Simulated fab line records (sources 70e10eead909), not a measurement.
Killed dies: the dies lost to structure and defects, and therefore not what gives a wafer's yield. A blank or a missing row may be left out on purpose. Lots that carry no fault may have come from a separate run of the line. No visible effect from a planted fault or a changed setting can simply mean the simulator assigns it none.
fab line records	flow nandHarc
record lots=24	wafers=72	lastDay=34
route steps=1302 shown P_M2@343 P_BONDPAD@367 A_CHANNEL_HOLE_D1@470 A_DECK1_JOINT@542 A_ONON_D2@546
lots with no fault: from the same line, run without faults
startH: start of the lot's first displayed wafer, in hours after the record's first day	waitH: hours since the lot's step before	" identical to the entry in the row above	L1.1+2: a row that stands for several wafers	- no value present, or no start provided	* or withheld: withheld	< > ~ a bound
route shown NAME@n: names a module that has steps shown in the file, with the first one's number in the route	usual: average and standard deviation across the fault-free wafers	same: alike in all rows	chamber/n: place in a boat	sites: per-site readings	_std_site: how widely they spread, as a standard deviation	_edge_site: outer sites' mean less inner sites'	radiusMm: for every site, how far away it sits from the centre of the wafer	mask NAME#n: copy n	behind: the last tool/chamber to shape the wafer	hold: reason for holding the lot/hours on hold/outcome of the hold	device: which transistor (n, p or np) failed to switch	end of line: tests run on the same wafers once the route is complete	a step without rows: its recipe alone	killed: the dies lost at the first sort to structure and to defects; this is not the yield of the wafer	map: the dies of a wafer, with x for killed, . for not killed, _ for no die there
set.NAME: the setting the step ran with; set.NAME@STEP: the setting that earlier step ran with	model.NAME: the simulator's own value behind a step, which no gauge read
one table for each step of the route and one row for each wafer, over a sample of lots
services: when a tool's chamber went out of use (startH, in hours from the record's first day, below 0 if earlier), for how many hours, and the reason
## steps
# step NHARC_P_M2_ANNEAL_31
# recipe tempC=225	timeS=90
# usual wafer_temp_C_max=226.3/0.32
lot.wafer	tool	chamber	startH	waitH	wafer_temp_C_max
L074.2	rtpAnneal-02	0	129.06	0.3	226.5
L074.4	"	0	"	"	226.5
L074.5	"	0	"	"	226.4
L075.2	rtpAnneal-02	0	142.45	-	226.3
L075.3	"	0	"	"	226.4
L075.5	"	0	"	"	227.3
L076.1	rtpAnneal-02	0	153.30	0.3	226.3
L076.2	"	0	"	"	226.4
L076.4	"	0	"	"	226.4
L077.2	rtpAnneal-02	0	161.92	0.4	226.0
L077.4	"	0	"	"	226.4
L077.6	"	0	"	"	226.2
L078.2	rtpAnneal-02	0	175.22	-	226.2
L078.3	"	0	"	"	226.6
L078.6	"	0	"	"	226.1
L079.2	rtpAnneal-01	0	188.38	0.3	226.4
L079.4	"	0	"	"	225.8
L079.6	"	0	"	"	225.6
L080.3	rtpAnneal-01	0	192.87	0.3	225.5
L080.4	"	0	"	"	226.0
L080.6	"	0	"	"	225.7
L081.1	rtpAnneal-02	0	202.63	-	226.5
L081.5	"	0	"	"	226.3
L081.6	"	0	"	"	226.3
L082.2	rtpAnneal-02	0	218.24	0.4	226.3
L082.5	"	0	"	"	226.4
L082.6	"	0	"	"	226.3
L083.1	rtpAnneal-02	0	228.48	-	226.6
L083.4	"	0	"	"	226.7
L083.6	"	0	"	"	226.5
L085.2	rtpAnneal-02	0	242.10	0.3	226.4
L085.3	"	0	"	"	225.7
L085.5	"	0	"	"	226.5
L084.4	rtpAnneal-01	0	244.76	-	226.2
L084.5	"	0	"	"	226.1
L084.6	"	0	"	"	225.7
L086.2	rtpAnneal-02	0	253.34	-	226.4
L086.3	"	0	"	"	226.0
L086.6	"	0	"	"	226.7
L087.3	rtpAnneal-02	0	260.41	-	226.0
L087.5	"	0	"	"	226.4
L087.6	"	0	"	"	226.1
L088.3	rtpAnneal-02	0	276.85	-	226.6
L088.4	"	0	"	"	226.7
L088.6	"	0	"	"	226.2
L089.2	rtpAnneal-02	0	282.62	-	226.7
L089.3	"	0	"	"	226.2
L089.6	"	0	"	"	226.3
L090.1	rtpAnneal-02	0	294.55	0.3	226.5
L090.2	"	0	"	"	226.2
L090.6	"	0	"	"	226.7
L091.2	rtpAnneal-02	0	305.88	-	226.8
L091.3	"	0	"	"	226.1
L091.6	"	0	"	"	226.4
L092.1	rtpAnneal-01	0	310.87	0.3	226.6
L092.2	"	0	"	"	226.2
L092.6	"	0	"	"	226.8
L093.2	rtpAnneal-01	0	321.62	0.3	226.2
L093.3	"	0	"	"	225.5
L093.4	"	0	"	"	225.8
L095.1	rtpAnneal-02	0	340.48	0.3	226.1
L095.2	"	0	"	"	226.9
L095.5	"	0	"	"	226.4
L094.1	rtpAnneal-02	0	343.66	0.3	226.4
L094.2	"	0	"	"	226.2
L094.5	"	0	"	"	226.5
L096.1	rtpAnneal-02	0	355.04	-	226.4
L096.3	"	0	"	"	226.4
L096.4	"	0	"	"	226.3
L097.2	rtpAnneal-02	0	370.53	-	226.2
L097.5	"	0	"	"	226.6
L097.6	"	0	"	"	226.2
# step NHARC_P_BONDPAD_DESCUM_11
# recipe timeS=3	o2FlowSccm=200	arFlowSccm=0	biasPowerW=0	chemistry=O2
# usual drypumpMotorCurrentA=5.5/0.45	oesProductAu=1.000/0.011	rfVppV=57.8/0.84	showerheadPlenumPTorr=1.94/0.076	throttleValvePct=11.311/0.0083
lot.wafer	tool	chamber	startH	waitH	drypumpMotorCurrentA	oesProductAu	rfHoursCounterH	rfVppV	showerheadPlenumPTorr	throttleValvePct
L074.4	rieDiel-12	0	131.99	-	5.3	0.991	2.2	58.8	1.98	11.308
L074.2	"	2	"	"	4.8	0.988	1.9	58.3	1.95	11.304
L074.5	"	0	"	"	5.2	0.980	-	57.5	1.98	11.309
L075.2	rieDiel-12	0	145.09	-	5.3	0.990	2.7	57.7	1.98	11.308
L075.3	"	1	"	"	6.0	0.991	2.3	56.6	1.92	11.307
L075.5	"	0	"	"	5.3	0.976	-	60.0	1.98	11.320
L076.1	rieDiel-05	0	156.15	-	6.1	0.987	1.9	57.9	1.82	11.316
L076.2	"	1	"	"	6.2	1.012	1.7	58.1	1.94	11.303
L076.4	"	2	"	"	5.9	1.002	1.8	57.3	2.05	11.303
L077.2	rieDiel-08	3	164.71	-	6.0	1.017	6.8	58.8	2.03	11.323
L077.4	"	1	"	"	5.1	1.006	7.3	58.1	1.86	11.305
L077.6	"	0	"	"	5.5	0.998	-	56.6	1.79	11.312
L078.2	rieDiel-08	0	177.99	-	5.5	1.000	7.2	57.1	1.79	11.311
L078.3	"	2	"	"	5.3	1.002	7.5	57.2	1.98	11.317
L078.6	"	0	"	"	5.5	1.003	-	57.4	1.79	11.316
L079.4	rieDiel-12	3	191.15	-	5.1	1.017	6.1	57.0	1.97	11.304
L079.2	"	0	"	"	5.3	0.983	6.2	57.7	1.98	11.327
L079.6	"	3	"	"	5.1	1.015	-	59.4	1.97	11.303
L080.3	rieDiel-05	3	195.55	-	5.3	1.002	3.2	58.4	2.06	11.305
L080.6	"	3	"	"	5.3	1.008	-	57.7	2.06	11.318
L080.4	"	2	"	"	5.9	0.998	-	58.8	2.05	11.325
L081.1	rieDiel-12	2	205.49	-	4.9	0.989	6.1	57.5	1.95	11.302
L081.6	"	2	"	"	4.9	0.988	-	58.0	1.95	11.315
L081.5	"	3	"	"	5.1	1.004	-	57.6	1.97	11.300
L082.2	rieDiel-12	3	221.12	-	5.1	0.992	7.6	58.2	1.97	11.315
L082.6	"	1	"	"	6.0	0.996	-	57.6	1.92	11.303
L082.5	"	2	"	"	4.8	0.996	-	58.5	1.95	11.320
L083.4	rieDiel-12	0	231.28	-	5.3	0.978	8.9	57.4	1.98	11.306
L083.1	"	1	"	"	6.1	1.006	7.9	57.1	1.92	11.322
L083.6	"	3	"	"	5.1	0.996	-	59.2	1.97	11.302
L085.2	rieDiel-05	3	244.78	-	5.3	1.001	0.3	57.3	2.06	11.316
L085.3	"	1	"	"	6.1	1.016	0.4	58.8	1.94	11.317
L085.5	"	3	"	"	5.3	1.015	-	58.9	2.06	11.306
L084.4	rieDiel-08	2	247.29	-	5.3	1.004	4.4	59.8	1.98	11.318
L084.5	"	2	"	"	5.3	1.000	-	58.0	1.98	11.334
L084.6	"	3	"	"	6.1	0.999	-	58.6	2.03	11.306
L086.2	rieDiel-08	3	256.10	-	6.0	1.001	3.6	58.8	2.03	11.312
L086.3	"	1	"	"	5.1	1.007	4.7	56.8	1.86	11.306
L086.6	"	3	"	"	6.0	1.004	-	59.2	2.03	11.315
L087.3	rieDiel-08	0	263.36	-	5.5	1.016	3.7	56.8	1.79	11.321
L087.5	"	0	"	"	5.5	1.016	-	56.4	1.79	11.326
L087.6	"	1	"	"	5.1	1.012	-	57.0	1.86	11.313
L088.3	rieDiel-12	0	279.42	-	5.3	0.985	0	58.7	1.97	11.321
L088.4	"	2	"	"	4.9	0.996	0	56.6	1.95	11.306
L088.6	"	1	"	"	6.0	0.999	-	58.1	1.92	11.307
L089.2	rieDiel-12	1	285.41	-	6.0	0.996	0.1	56.7	1.92	11.312
L089.3	"	2	"	"	4.9	0.999	0.1	56.7	1.95	11.322
L089.6	"	1	"	"	6.0	1.000	-	58.2	1.92	11.311
L090.1	rieDiel-12	2	297.25	-	4.8	0.999	0.7	58.1	1.95	11.301
L090.2	"	1	"	"	6.1	1.004	0.8	57.4	1.92	11.313
L090.6	"	3	"	"	5.1	1.007	-	58.5	1.97	11.321
L091.2	rieDiel-08	2	308.66	-	5.3	1.015	8.9	58.2	1.98	11.302
L091.3	"	3	"	"	6.0	1.002	5.7	57.5	2.03	11.310
L091.6	"	0	"	"	5.5	1.009	-	57.6	1.79	11.300
L092.2	rieDiel-12	0	313.53	-	5.3	0.984	2.1	56.9	1.97	11.307
L092.1	"	1	"	"	6.0	0.989	2.0	58.3	1.92	11.309
L092.6	"	0	"	"	5.3	0.982	-	58.7	1.97	11.296
L093.3	rieDiel-12	0	324.26	-	5.3	0.981	2.9	57.7	1.97	11.316
L093.2	"	1	"	"	6.1	0.995	2.9	57.8	1.92	11.308
L093.4	"	2	"	"	4.9	0.997	2.5	57.9	1.95	11.298
L095.1	rieDiel-05	0	343.17	-	6.1	1.009	1.2	58.5	1.82	11.306
L095.2	"	3	"	"	5.4	1.006	1.1	58.4	2.06	11.306
L095.5	"	1	"	"	6.2	1.013	-	57.3	1.94	11.321
L094.2	rieDiel-05	2	346.50	-	5.9	1.006	1.4	58.6	2.05	11.306
L094.1	"	3	"	"	5.4	1.006	1.2	58.2	2.06	11.311
L094.5	"	0	"	"	6.1	1.012	-	57.5	1.82	11.298
L096.4	rieDiel-05	1	357.83	-	6.1	1.008	2.0	57.1	1.94	11.315
L096.1	"	2	"	"	5.9	0.990	1.7	58.5	2.05	11.323
L096.3	"	0	"	"	6.1	1.000	1.9	56.8	1.82	11.318
L097.2	rieDiel-12	3	373.28	-	5.1	1.021	4.7	59.4	1.97	11.307
L097.6	"	2	"	"	4.9	0.998	-	58.4	1.95	11.298
L097.5	"	3	"	"	5.1	1.018	-	57.3	1.97	11.307
# step NHARC_A_CHANNEL_HOLE_D1_CD_MEAS_18
# usual cdNm=99.3/2
lot.wafer	tool	chamber	startH	waitH	cdNm
L074.2	cdSem-03	-	178.62	-	100.5
L074.4	"	-	"	"	102.5
L074.5	"	-	"	"	101.5
L075.2	cdSem-02	-	194.31	-	97.3
L075.3	"	-	"	"	99.7
L075.5	"	-	"	"	98.9
L076.1	cdSem-01	-	204.58	-	99.8
L076.2	"	-	"	"	101.0
L076.4	"	-	"	"	99.2
L077.2	cdSem-02	-	209.56	-	100.2
L077.4	"	-	"	"	100.3
L077.6	"	-	"	"	99.1
L078.2	cdSem-03	-	220.65	-	98.3
L078.3	"	-	"	"	99.0
L078.6	"	-	"	"	98.8
L079.2	cdSem-02	-	241.99	-	97.7
L079.4	"	-	"	"	99.6
L079.6	"	-	"	"	99.0
L080.3	cdSem-01	-	242.93	-	96.8
L080.4	"	-	"	"	95.4
L080.6	"	-	"	"	97.2
L081.1	cdSem-02	-	252.06	-	102.2
L081.5	"	-	"	"	97.9
L081.6	"	-	"	"	100.1
L082.2	cdSem-02	-	267.56	-	96.9
L082.5	"	-	"	"	96.3
L082.6	"	-	"	"	100.0
L083.1	cdSem-01	-	276.88	-	101.6
L083.4	"	-	"	"	100.8
L083.6	"	-	"	"	95.2
L084.4	cdSem-01	-	288.70	-	99.4
L084.5	"	-	"	"	95.2
L084.6	"	-	"	"	96.9
L085.2	cdSem-03	-	288.85	-	100.0
L085.3	"	-	"	"	102.0
L085.5	"	-	"	"	102.4
L087.3	cdSem-01	-	303.96	-	104.3
L087.5	"	-	"	"	99.0
L087.6	"	-	"	"	102.3
L086.2	cdSem-01	-	304.71	-	99.5
L086.3	"	-	"	"	99.2
L086.6	"	-	"	"	100.3
L088.3	cdSem-02	-	326.24	-	97.8
L088.4	"	-	"	"	103.3
L088.6	"	-	"	"	101.3
L089.2	cdSem-03	-	330.88	-	101.1
L089.3	"	-	"	"	98.2
L089.6	"	-	"	"	99.6
L090.1	cdSem-02	-	343.45	-	96.7
L090.2	"	-	"	"	98.1
L090.6	"	-	"	"	98.0
L091.2	cdSem-01	-	357.37	-	100.7
L091.3	"	-	"	"	95.8
L091.6	"	-	"	"	98.4
L092.1	cdSem-01	-	359.81	-	97.6
L092.2	"	-	"	"	97.7
L092.6	"	-	"	"	100.6
L093.2	cdSem-02	-	372.24	-	99.9
L093.3	"	-	"	"	101.1
L093.4	"	-	"	"	94.2
L095.1	cdSem-01	-	390.48	-	97.4
L095.2	"	-	"	"	98.5
L095.5	"	-	"	"	98.7
L094.1	cdSem-01	-	392.49	-	99.9
L094.2	"	-	"	"	98.2
L094.5	"	-	"	"	100.6
L096.1	cdSem-01	-	404.18	-	97.6
L096.3	"	-	"	"	96.8
L096.4	"	-	"	"	95.5
L097.2	cdSem-02	-	418.39	-	99.5
L097.5	"	-	"	"	98.8
L097.6	"	-	"	"	100.3
# step NHARC_A_CHANNEL_HOLE_D1_ETCH_44
# recipe targetDepthA=1400	overetchA=140	timeS=77	ionEnergyEv=100	cf4FlowSccm=80	o2FlowSccm=20	arFlowSccm=0	rfW=300	biasW=100	chemistry=CF4/O2
# usual drypumpMotorCurrentA=5.7/0.49	oesProductAu=0.996/0.0089	rfVppV=197.7/1.7	showerheadPlenumPTorr=1.33/0.063	throttleValvePct=13.398/0.0097
lot.wafer	tool	chamber	startH	waitH	drypumpMotorCurrentA	oesProductAu	rfHoursCounterH	rfVppV	showerheadPlenumPTorr	throttleValvePct
L074.2	rieDiel-04	2	187.56	0.0	5.3	0.988	0	195.7	1.25	13.399
L074.4	"	1	"	"	5.0	0.996	0	199.3	1.39	13.386
L074.5	"	2	"	"	5.3	0.976	-	197.2	1.25	13.402
L075.3	rieDiel-10	3	199.45	0.1	5.4	0.999	10	198.5	1.40	13.410
L075.2	"	0	"	"	6.5	0.998	10	196.8	1.31	13.396
L075.5	"	1	"	"	5.9	0.987	-	195.8	1.25	13.400
L076.4	rieDiel-04	3	209.38	0.0	5.2	0.996	6	195.6	1.27	13.407
L076.2	"	0	"	"	6.3	0.977	8	197.5	1.36	13.396
L076.1	"	2	"	"	5.3	0.980	6	195.9	1.25	13.416
L077.4	rieDiel-04	3	214.38	0.1	5.2	1.004	6	196.6	1.27	13.393
L077.2	"	0	"	"	6.3	0.987	8	197.8	1.36	13.417
L077.6	"	0	"	"	6.3	0.990	-	198.3	1.36	13.381
L078.3	rieDiel-10	1	225.47	0.1	5.9	0.981	12	195.4	1.25	13.396
L078.2	"	3	"	"	5.4	0.995	13	199.7	1.40	13.400
L078.6	"	0	"	"	6.5	0.994	-	197.3	1.31	13.402
L079.4	rieDiel-04	2	250.06	0.1	5.3	0.988	18	195.3	1.25	13.421
L079.2	"	0	"	"	6.2	1.001	19	197.6	1.36	13.405
L079.6	"	1	"	"	5.0	1.000	-	197.9	1.39	13.378
L080.4	rieDiel-04	0	250.09	0.1	6.2	0.995	19	198.6	1.36	13.415
L080.3	"	1	"	"	5.0	0.990	19	197.0	1.39	13.398
L080.6	"	1	"	"	5.0	1.003	-	198.3	1.39	13.393
L081.1	rieDiel-10	2	256.86	0.1	5.6	0.997	1	196.8	1.39	13.386
L081.5	"	2	"	"	5.6	1.012	-	197.8	1.39	13.406
L081.6	"	3	"	"	5.4	1.000	-	201.6	1.40	13.411
L082.2	rieDiel-13	1	272.33	0.1	5.1	1.009	29	199.3	1.44	13.407
L082.6	"	0	"	"	6.1	0.989	-	197.2	1.34	13.394
L082.5	"	1	"	"	5.1	0.999	-	199.9	1.44	13.398
L083.4	rieDiel-04	2	281.97	0.1	5.3	0.996	29	194.3	1.25	13.389
L083.1	"	3	"	"	5.2	1.002	28	197.7	1.27	13.389
L083.6	"	0	"	"	6.3	0.996	-	198.4	1.36	13.397
L084.4	rieDiel-10	0	293.60	0.1	6.5	0.994	4	198.6	1.31	13.393
L084.5	"	2	"	"	5.6	1.007	-	200.9	1.39	13.403
L084.6	"	3	"	"	5.4	0.991	-	197.9	1.40	13.395
L085.3	rieDiel-10	1	295.64	0.1	5.9	0.986	4	197.3	1.25	13.388
L085.2	"	2	"	"	5.6	0.989	3	198.1	1.39	13.408
L085.5	"	0	"	"	6.5	0.994	-	198.2	1.31	13.419
L087.3	rieDiel-10	2	308.77	0.1	5.7	0.990	5	199.1	1.38	13.407
L087.5	"	1	"	"	5.8	0.996	-	196.4	1.24	13.389
L087.6	"	2	"	"	5.6	1.008	-	199.9	1.38	13.381
L086.3	rieDiel-13	2	309.55	0.1	5.6	1.006	40	198.6	1.38	13.395
L086.2	"	3	"	"	6.4	0.996	39	195.8	1.25	13.416
L086.6	"	2	"	"	5.6	1.013	-	200.3	1.38	13.393
L088.3	rieDiel-10	1	333.21	0.1	5.9	0.984	7	195.7	1.24	13.388
L088.4	"	3	"	"	5.4	0.989	-	199.5	1.40	13.409
L088.6	"	0	"	"	6.5	0.997	-	197.8	1.31	13.406
L089.2	rieDiel-10	1	337.33	0.1	5.9	0.986	7	197.2	1.24	13.390
L089.3	"	2	"	"	5.6	1.005	6	199.6	1.38	13.403
L089.6	"	0	"	"	6.5	0.998	-	197.6	1.31	13.394
L090.2	rieDiel-10	0	348.27	0.1	6.5	0.999	8	198.9	1.31	13.390
L090.1	"	1	"	"	5.9	0.999	8	195.0	1.24	13.409
L090.6	"	3	"	"	5.4	0.994	-	199.9	1.40	13.375
L091.3	rieDiel-10	2	362.15	0.1	5.6	0.997	8	198.6	1.38	13.398
L091.2	"	1	"	"	5.9	0.989	9	193.7	1.24	13.398
L091.6	"	2	"	"	5.6	0.996	-	196.4	1.38	13.397
L092.1	rieDiel-10	1	370.46	0.1	5.9	0.999	10	195.3	1.24	13.409
L092.2	"	3	"	"	5.4	1.003	10	197.2	1.40	13.405
L092.6	"	1	"	"	5.9	0.994	-	195.1	1.24	13.402
L093.3	rieDiel-04	0	377.02	0.1	6.3	0.981	3	197.9	1.35	13.395
L093.2	"	1	"	"	5.0	1.015	3	200.0	1.38	13.387
L093.4	"	3	"	"	5.2	1.008	3	196.0	1.26	13.405
L095.2	rieDiel-13	3	399.03	0.2	6.4	0.997	12	196.1	1.24	13.390
L095.1	"	2	"	"	5.6	1.006	13	199.3	1.38	13.385
L095.5	"	0	"	"	6.1	1.002	-	198.3	1.33	13.395
L094.2	rieDiel-10	1	399.27	0.1	5.9	1.007	11	195.3	1.24	13.397
L094.1	"	2	"	"	5.6	1.000	12	197.1	1.38	13.405
L094.5	"	2	"	"	5.6	1.000	-	199.7	1.38	13.391
L096.4	rieDiel-04	0	408.99	0.1	6.3	0.971	15	197.3	1.35	13.389
L096.3	"	2	"	"	5.3	0.985	13	193.7	1.24	13.413
L096.1	"	3	"	"	5.2	0.983	15	197.9	1.26	13.392
L097.2	rieDiel-13	0	425.41	0.1	6.1	1.015	23	199.0	1.33	13.396
L097.6	"	2	"	"	5.6	0.997	-	198.4	1.38	13.393
L097.5	"	3	"	"	6.4	1.001	-	195.2	1.24	13.392
# step NHARC_A_DECK1_JOINT_DEP_16
# recipe targetThkA=450	tempC=400	pressureTorr=6.5	rfW=900	teosFlowSccm=161.4	flowSccm=2650	targetThkNm=45	gas=O2	material=SiO2
# usual heaterPowerW=562/110	throttleValvePct=15.9/0.52
lot.wafer	tool	chamber	startH	waitH	heaterPowerW	throttleValvePct
L074.2	pecvd-02	0	273.74	0.1	733	15.9
L074.5	"	0	"	"	736	15.9
L074.4	"	2	"	"	495	16.2
L075.3	pecvd-03	1	285.55	0.1	582	16.2
L075.2	"	2	"	"	575	15.8
L075.5	"	1	"	"	582	16.1
L076.1	pecvd-01	1	294.22	0.1	609	16.0
L076.2	"	2	"	"	360	15.3
L076.4	"	2	"	"	374	14.9
L077.2	pecvd-01	0	302.23	0.1	730	15.1
L077.6	"	2	"	"	334	15.3
L077.4	"	0	"	"	569	14.5
L078.3	pecvd-02	1	316.59	0.1	489	15.5
L078.2	"	0	"	"	741	16.0
L078.6	"	2	"	"	552	16.5
L079.2	pecvd-01	2	336.05	0.1	342	14.8
L079.4	"	1	"	"	520	15.5
L079.6	"	0	"	"	624	15.0
L080.3	pecvd-02	0	336.23	0.1	683	16.2
L080.4	"	1	"	"	460	15.7
L080.6	"	2	"	"	411	16.7
L081.1	pecvd-02	1	347.73	0.1	507	15.8
L081.5	"	0	"	"	702	16.2
L081.6	"	1	"	"	497	15.8
L082.2	pecvd-03	1	355.96	0.1	554	16.3
L082.6	"	0	"	"	509	16.6
L082.5	"	1	"	"	569	16.3
L083.1	pecvd-02	2	363.78	0.1	555	16.7
L083.6	"	2	"	"	536	16.5
L083.4	"	0	"	"	689	15.9
L085.2	pecvd-03	2	380.52	0.1	686	16.2
L085.3	"	0	"	"	538	16.2
L085.5	"	1	"	"	704	15.6
L084.6	pecvd-01	1	380.58	0.2	583	15.9
L084.4	"	2	"	"	381	14.9
L084.5	"	0	"	"	654	15.0
L086.2	pecvd-02	2	395.08	0.1	544	16.5
L086.3	"	2	"	"	553	16.6
L086.6	"	0	"	"	706	16.1
L087.3	pecvd-01	1	395.10	0.1	623	15.6
L087.5	"	1	"	"	625	16.2
L087.6	"	2	"	"	405	15.1
L088.3	pecvd-03	0	422.04	0.1	449	16.5
L088.4	"	1	"	"	621	15.7
L088.6	"	2	"	"	640	16.4
L090.2	pecvd-03	2	437.09	0.1	708	16.5
L090.1	"	1	"	"	607	15.9
L090.6	"	2	"	"	706	16.8
L089.2	pecvd-02	2	437.09	0.1	451	16.0
L089.3	"	1	"	"	440	15.2
L089.6	"	0	"	"	679	16.3
L091.3	pecvd-01	2	454.08	0.1	357	15.6
L091.2	"	0	"	"	611	15.4
L091.6	"	0	"	"	617	15.5
L092.2	pecvd-02	1	454.64	0.1	502	15.2
L092.1	"	2	"	"	475	16.3
L092.6	"	2	"	"	472	16.2
L093.3	pecvd-03	1	464.72	0.1	684	15.7
L093.2	"	2	"	"	608	16.5
L093.4	"	2	"	"	614	16.8
L095.1	pecvd-01	2	487.55	0.1	322	15.6
L095.2	"	1	"	"	571	15.5
L095.5	"	0	"	"	607	16.2
L094.1	pecvd-03	0	487.58	0.1	535	16.4
L094.2	"	1	"	"	678	15.4
L094.5	"	0	"	"	530	16.4
L096.3	pecvd-02	2	503.38	0.1	497	16.1
L096.1	"	0	"	"	622	16.6
L096.4	"	0	"	"	614	16.6
L097.2	pecvd-03	1	518.13	0.1	651	16.0
L097.6	"	1	"	"	664	15.9
L097.5	"	0	"	"	434	16.4
# step NHARC_A_ONON_D2_THK_MEAS_02
# recipe thkMeasGauge=ellipsometry
# usual thkNm=1003/8.7
lot.wafer	tool	chamber	startH	waitH	thkNm
L074.2	filmMetro-01	-	274.62	-	1008
L074.4	"	-	"	"	1010
L074.5	"	-	"	"	1010
L075.2	filmMetro-01	-	286.41	-	999
L075.3	"	-	"	"	1001
L075.5	"	-	"	"	1001
L076.1	filmMetro-02	-	295.11	-	1003
L076.2	"	-	"	"	1002
L076.4	"	-	"	"	1003
L077.2	filmMetro-01	-	303.06	-	992
L077.4	"	-	"	"	994
L077.6	"	-	"	"	996
L078.2	filmMetro-02	-	317.54	-	1005
L078.3	"	-	"	"	1005
L078.6	"	-	"	"	1005
L079.2	filmMetro-02	-	336.92	-	1012
L079.4	"	-	"	"	1012
L079.6	"	-	"	"	1010
L080.3	filmMetro-01	-	337.06	-	998
L080.4	"	-	"	"	999
L080.6	"	-	"	"	997
L081.1	filmMetro-01	-	348.64	-	995
L081.5	"	-	"	"	995
L081.6	"	-	"	"	996
L082.2	filmMetro-02	-	356.82	-	996
L082.5	"	-	"	"	995
L082.6	"	-	"	"	997
L083.1	filmMetro-02	-	364.64	-	1018
L083.4	"	-	"	"	1019
L083.6	"	-	"	"	1019
L085.2	filmMetro-01	-	381.38	-	993
L085.3	"	-	"	"	992
L085.5	"	-	"	"	995
L084.4	filmMetro-01	-	381.39	-	995
L084.5	"	-	"	"	996
L084.6	"	-	"	"	997
L087.3	filmMetro-01	-	396.00	-	995
L087.5	"	-	"	"	997
L087.6	"	-	"	"	996
L086.2	filmMetro-01	-	396.06	-	995
L086.3	"	-	"	"	996
L086.6	"	-	"	"	996
L088.3	filmMetro-02	-	422.88	-	1002
L088.4	"	-	"	"	1002
L088.6	"	-	"	"	1003
L090.1	filmMetro-02	-	437.98	-	1009
L090.2	"	-	"	"	1009
L090.6	"	-	"	"	1007
L089.2	filmMetro-01	-	437.99	-	1012
L089.3	"	-	"	"	1011
L089.6	"	-	"	"	1013
L091.2	filmMetro-02	-	455.08	-	998
L091.3	"	-	"	"	998
L091.6	"	-	"	"	998
L092.1	filmMetro-02	-	455.64	-	1028
L092.2	"	-	"	"	1028
L092.6	"	-	"	"	1028
L093.2	filmMetro-01	-	465.58	-	1001
L093.3	"	-	"	"	997
L093.4	"	-	"	"	999
L094.1	filmMetro-02	-	488.44	-	1010
L094.2	"	-	"	"	1013
L094.5	"	-	"	"	1013
L095.1	filmMetro-02	-	488.45	-	994
L095.2	"	-	"	"	995
L095.5	"	-	"	"	995
L096.1	filmMetro-01	-	504.25	-	1001
L096.3	"	-	"	"	1005
L096.4	"	-	"	"	1002
L097.2	filmMetro-01	-	519.02	-	1010
L097.5	"	-	"	"	1010
L097.6	"	-	"	"	1009
## services
tool	chamber	startH	hours	kind
rieDiel-10	0	116.01	4.0	repair
pecvd-03	0	143.86	5.2	repair
rieDiel-04	1	149.06	4.5	repair
rieDiel-12	-	169.54	0.1	repair
rieDiel-10	-	171.78	0.4	repair
pecvd-02	-	227.00	13.0	pm
rieDiel-10	-	242.65	9.0	pm
rieDiel-12	3	263.90	6.3	repair
rieDiel-12	-	268.40	9.0	pm
pecvd-02	0	301.66	4.5	repair
rieDiel-10	2	323.97	10.4	repair
rieDiel-12	2	331.56	6.1	repair
rieDiel-10	1	380.48	15.8	repair
pecvd-02	2	388.11	4.9	repair
pecvd-02	1	389.90	5.8	repair
rieDiel-10	1	401.79	3.6	repair
rieDiel-12	1	403.12	3.2	repair
pecvd-02	-	408.00	13.0	pm
rieDiel-10	-	419.66	9.0	pm
rieDiel-12	-	445.40	9.0	pm
rieDiel-12	0	462.54	1.9	repair
rieDiel-12	3	507.01	6.8	repair
rieDiel-10	1	516.68	8.8	repair
pecvd-02	-	517.43	2.6	repair
## key
fault none
